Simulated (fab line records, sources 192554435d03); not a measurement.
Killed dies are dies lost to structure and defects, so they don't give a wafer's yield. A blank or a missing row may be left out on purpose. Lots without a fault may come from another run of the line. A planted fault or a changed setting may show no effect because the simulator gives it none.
Which tool did it? | flow n5_finfet | 11 lots, 33 wafers sampled, at 5 steps of a route of 1938

WHAT THE GAUGES READ, wafer by wafer
N5_GATE_CUT_OVL_MEAS_14. Usual: GATE_CUT_OVL 0.0 nm, standard deviation 0.66.
lot  | measured     | on         | GATE_CUT_OVL (nm) | flag
L866 | day 4 12:02  | overlay-01 | 0.2 -0.5 0.0      |
L867 | day 4 17:50  | overlay-01 | -0.2 0.3 0.6      |
L868 | day 5 00:55  | overlay-02 | 1.1 1.7 -0.6      |
L869 | day 5 04:53  | overlay-01 | 1.5 -0.7 0.7      |
L873 | day 6 05:04  | overlay-01 | 0.0 0.1 0.0       |
L876 | day 7 04:38  | overlay-01 | 0.7 1.0 0.4       |
L877 | day 7 07:20  | overlay-01 | -0.9 0.9 -1.0     |
L883 | day 8 17:36  | overlay-02 | 0.1 0.4 0.0       |
L884 | day 8 22:44  | overlay-02 | -0.2 -0.8 0.6     |
L885 | day 9 06:59  | overlay-01 | 0.8 0.8 0.9       |
L889 | day 10 08:12 | overlay-02 | 0.8 0.2 0.8       |

N5_BEOL_M4_RC_MEAS_101. Usual: DIBL_N 35.8 mV/V, standard deviation 1.6; DIBL_P 36.0 mV/V, standard deviation 2.1; IOFF_N 0.153 nA/um, standard deviation 0.026; IOFF_P 0.21 nA/um, standard deviation 0.037; ION_N 673 uA/um, standard deviation 11; ION_P 462 uA/um, standard deviation 7.6; SS_N 71.4 mV/dec, standard deviation 0.53; SS_P 73.2 mV/dec, standard deviation 0.67; VT_N 250 mV, standard deviation 3.2; VT_P -250 mV, standard deviation 3.7.
lot  | measured     | on        | DIBL_N (mV/V)  | DIBL_P (mV/V)  | IOFF_N (nA/um)    | IOFF_P (nA/um) | ION_N (uA/um) | ION_P (uA/um) | SS_N (mV/dec)  | SS_P (mV/dec)  | VT_N (mV)   | VT_P (mV)      | flag
L866 | day 8 01:25  | prober-02 | 37.3 33.5 37.9 | 39.2 33.7 38.8 | 0.188 0.117 0.207 | 0.26 0.17 0.27 | 684 662 700   | 476 463 476   | 70.9 71.1 71.1 | 74.0 72.5 74.2 | 245 256 243 | -248 -251 -245 |
L867 | day 8 09:25  | prober-02 | 35.3 37.4 35.5 | 36.1 37.9 35.7 | 0.139 0.165 0.137 | 0.18 0.20 0.18 | 670 675 673   | 453 460 456   | 71.1 71.7 71.6 | 73.2 73.4 72.4 | 252 250 253 | -255 -250 -252 |
L868 | day 8 23:57  | prober-01 | 36.7 37.7 35.7 | 38.9 40.2 37.7 | 0.176 0.201 0.146 | 0.28 0.32 0.26 | 693 682 673   | 472 477 470   | 71.4 72.1 71.0 | 74.1 74.1 73.2 | 250 246 252 | -243 -240 -244 |
L869 | day 9 00:14  | prober-02 | 38.4 39.5 36.4 | 37.5 39.5 35.9 | 0.175 0.193 0.144 | 0.22 0.27 0.20 | 679 685 678   | 461 473 464   | 72.8 72.2 70.8 | 73.6 74.4 73.0 | 251 250 251 | -251 -249 -253 |
L873 | day 9 15:46  | prober-01 | 33.7 33.4 31.5 | 33.4 32.9 30.3 | 0.121 0.111 0.091 | 0.17 0.15 0.13 | 658 653 647   | 458 450 445   | 70.6 70.4 70.2 | 72.8 72.2 72.0 | 253 254 256 | -255 -253 -257 |
L876 | day 11 00:27 | prober-01 | 36.1 35.8 35.7 | 38.3 37.3 36.3 | 0.179 0.177 0.165 | 0.27 0.27 0.23 | 676 675 670   | 469 474 467   | 71.6 71.6 71.9 | 74.0 74.0 72.8 | 250 247 248 | -243 -244 -248 |
L877 | day 11 05:25 | prober-01 | 35.2 37.1 36.0 | 36.0 39.2 37.5 | 0.160 0.186 0.160 | 0.18 0.24 0.22 | 670 670 675   | 455 452 460   | 71.9 71.4 71.9 | 73.3 74.0 73.7 | 251 246 249 | -252 -250 -251 |
L883 | day 12 11:53 | prober-01 | 35.1 35.1 37.1 | 36.0 35.8 38.2 | 0.145 0.148 0.178 | 0.19 0.19 0.22 | 665 671 678   | 459 458 460   | 70.7 71.4 72.4 | 73.7 72.8 74.1 | 251 249 249 | -252 -250 -252 |
L884 | day 12 10:37 | prober-02 | 35.1 35.8 32.7 | 34.1 34.5 30.9 | 0.127 0.131 0.093 | 0.16 0.16 0.12 | 657 661 662   | 454 452 448   | 71.6 71.3 70.3 | 72.5 72.6 71.9 | 253 254 259 | -257 -257 -255 |
L885 | day 13 01:37 | prober-01 | 36.5 37.5 34.7 | 36.6 37.0 35.0 | 0.159 0.174 0.136 | 0.20 0.21 0.18 | 669 680 661   | 459 464 460   | 71.4 72.2 70.6 | 73.7 73.4 72.9 | 253 250 253 | -251 -249 -254 |
L889 | day 13 18:08 | prober-01 | 38.3 34.6 35.0 | 36.3 32.5 33.8 | 0.182 0.124 0.136 | 0.21 0.17 0.18 | 675 668 665   | 454 456 461   | 71.5 71.3 71.1 | 73.9 72.6 73.1 | 248 254 249 | -251 -253 -253 |

WHICH TOOL RAN EACH LOT (tool, then ch and the chambers of the sampled wafers, then the start)
lot  | N5_GATE_CUT_PECVD_57           | N5_GATE_CUT_EXPOSE_10             | N5_GATE_CUT_DESCUM_18
L866 | pecvd-03 ch 0,1,2, day 4 11:16 | euv_scanner-01 ch 0, day 4 11:53  | rie_diel-03 ch 1,2,3, day 4 12:08
L867 | pecvd-03 ch 0,1, day 4 17:04   | euv_scanner-01 ch 0, day 4 17:40  | rie_diel-04 ch 1,2,3, day 4 18:00
L868 | pecvd-04 ch 0,1,2, day 5 00:01 | euv_scanner-02 ch 0, day 5 00:46  | rie_diel-04 ch 0,2, day 5 01:01
L869 | pecvd-01 ch 0,1,2, day 5 04:07 | euv_scanner-02 ch 0, day 5 04:43  | rie_diel-03 ch 1,2,3, day 5 04:58
L873 | pecvd-04 ch 0,1,2, day 6 04:10 | euv_scanner-01 ch 0, day 6 04:53  | rie_diel-04 ch 2,3, day 6 05:09
L876 | pecvd-04 ch 0,1,2, day 7 03:44 | euv_scanner-02 ch 0, day 7 04:28  | rie_diel-03 ch 0,2,3, day 7 04:44
L877 | pecvd-01 ch 0,2, day 7 06:33   | euv_scanner-02 ch 0, day 7 07:10  | rie_diel-03 ch 0,1,3, day 7 07:26
L883 | pecvd-04 ch 0,1,2, day 8 16:42 | euv_scanner-01 ch 0, day 8 17:26  | rie_diel-04 ch 0,1,3, day 8 17:41
L884 | pecvd-01 ch 0,1, day 8 21:58   | euv_scanner-01 ch 0, day 8 22:35  | rie_diel-03 ch 0,2,3, day 8 23:08
L885 | pecvd-01 ch 0,1, day 9 06:10   | euv_scanner-01 ch 0, day 9 06:50  | rie_diel-03 ch 0,1,2, day 9 07:41
L889 | pecvd-04 ch 1,2, day 10 07:18  | euv_scanner-01 ch 0, day 10 08:02 | rie_diel-03 ch 1,2,3, day 10 08:20
- N5_GATE_CUT_PECVD_57: deposits SiNx from SiH4/NH3/N2, target thk 21 nm.
- N5_GATE_CUT_EXPOSE_10: exposes mask GATE CUT, target cd 20 nm.
- N5_GATE_CUT_DESCUM_18: chemistry O2, time 7 s.

WHAT THE TOOLS THEMSELVES READ (means of the sampled wafers that have a number; where no wafer has one, the mark that the record gives instead)
N5_GATE_CUT_PECVD_57. Usual: heater_power_w 765 W, standard deviation 83; showerhead_plenum_p_Torr 5.17 Torr, standard deviation 0.08; throttle_valve_pct 39.8 %, standard deviation 2.1.
lot  | tool     | heater_power_w (W) | showerhead_plenum_p_Torr (Torr) | throttle_valve_pct (%) | flag
L866 | pecvd-03 | 817                | 5.23                            | 40.7                   |
L867 | pecvd-03 | 819                | 5.28                            | 41.1                   |
L868 | pecvd-04 | 764                | 5.15                            | 38.9                   |
L869 | pecvd-01 | 685                | 5.14                            | 39.4                   |
L873 | pecvd-04 | 819                | 5.15                            | 39.1                   |
L876 | pecvd-04 | 815                | 5.15                            | 39.2                   |
L877 | pecvd-01 | 678                | 5.11                            | 38.2                   |
L883 | pecvd-04 | 724                | 5.15                            | 39.2                   |
L884 | pecvd-01 | 724                | 5.14                            | 41.4                   |
L885 | pecvd-01 | 780                | 5.19                            | 40.5                   |
L889 | pecvd-04 | 852                | 5.16                            | 37.7                   |

N5_GATE_CUT_EXPOSE_10. Usual: exposure_dose_mJ_cm2 43.17, standard deviation 0.073; reticle_temp_C 22.99 C, standard deviation 0.11.
lot  | tool           | exposure_dose_mJ_cm2 | reticle_temp_C (C) | flag
L866 | euv_scanner-01 | 43.23                | 23.06              |
L867 | euv_scanner-01 | 43.27                | 23.07              |
L868 | euv_scanner-02 | 43.11                | 22.87              |
L869 | euv_scanner-02 | 43.16                | 22.94              |
L873 | euv_scanner-01 | 43.27                | 22.87              |
L876 | euv_scanner-02 | 42.31                | 22.98              | OFF
L877 | euv_scanner-02 | 42.45                | 23.05              | OFF
L883 | euv_scanner-01 | 43.22                | 23.02              |
L884 | euv_scanner-01 | 43.17                | 22.93              |
L885 | euv_scanner-01 | 43.23                | 22.91              |
L889 | euv_scanner-01 | 43.25                | 22.96              |

N5_GATE_CUT_DESCUM_18. Usual: drypump_motor_current_A 5.9 A, standard deviation 0.48; oes_product_au 0.74 a.u., standard deviation 0.046; rf_vpp_V 243.0 V, standard deviation 1.5; showerhead_plenum_p_Torr 2.08 Torr, standard deviation 0.084; throttle_valve_pct 20.45 %, standard deviation 0.17.
lot  | tool        | drypump_motor_current_A (A) | oes_product_au (a.u.) | rf_vpp_V (V) | showerhead_plenum_p_Torr (Torr) | throttle_valve_pct (%) | flag
L866 | rie_diel-03 | 5.7                         | 0.75                  | 243.2        | 2.07                            | 20.48                  |
L867 | rie_diel-04 | 5.8                         | 0.75                  | 244.6        | 2.16                            | 20.40                  |
L868 | rie_diel-04 | 6.0                         | 0.75                  | 241.4        | 2.01                            | 20.46                  |
L869 | rie_diel-03 | 5.7                         | 0.74                  | 242.1        | 2.07                            | 20.49                  |
L873 | rie_diel-04 | 5.6                         | 0.76                  | 243.4        | 2.13                            | 20.40                  |
L876 | rie_diel-03 | 5.5                         | 0.72                  | 241.7        | 2.01                            | 20.41                  |
L877 | rie_diel-03 | 5.9                         | 0.72                  | 241.6        | 2.02                            | 20.60                  |
L883 | rie_diel-04 | 6.1                         | 0.72                  | 242.7        | 2.11                            | 20.51                  |
L884 | rie_diel-03 | 5.5                         | 0.71                  | 242.0        | 2.01                            | 20.44                  |
L885 | rie_diel-03 | 5.9                         | 0.70                  | 242.5        | 2.05                            | 20.47                  |
L889 | rie_diel-03 | 5.7                         | 0.71                  | 242.8        | 2.05                            | 20.54                  |

THE ANSWER, worked out from the rows above alone
Rule: a lot is off if the mean of its wafers that have a number lies more than 3 standard deviations from the usual mean. A lot without any number at a reading at which 4 lots or more have one is off too. The other lots that the step has rows for count as sound. The gauges are gone through in route order, then the tools' own readings, and for those a lot's mean is taken as printed above. The first step at which some lot is off is used, and at that step the reading that is off furthest; a lot without a number counts as furthest.
Off: L876, L877, at N5_GATE_CUT_EXPOSE_10 (exposure_dose_mJ_cm2).
A tool fits if, at that step or a process step before it, it ran every lot that is off, and no sound lot after the first of them. One fits: euv_scanner-02 at N5_GATE_CUT_EXPOSE_10. Its last sound lot is L869 (day 5 04:43), its first lot that is off L876 (day 7 04:28): a fault that began between those two fits.
The tool's own readings at N5_GATE_CUT_EXPOSE_10 bear it out: on the lots that are off they differ by more than 5 times the standard deviation of the sound lots' means. exposure_dose_mJ_cm2 reads 42.38 there against 43.21 on the sound lots.

WHAT THE SIMULATOR HAD PUT IN
Process parameter drift: euv_scanner-02, from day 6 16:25 on, at N5_GATE_CUT_EXPOSE_10. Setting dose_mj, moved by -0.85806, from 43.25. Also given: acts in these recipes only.
Lots struck among those shown: L876, L877. The rule above found the same.
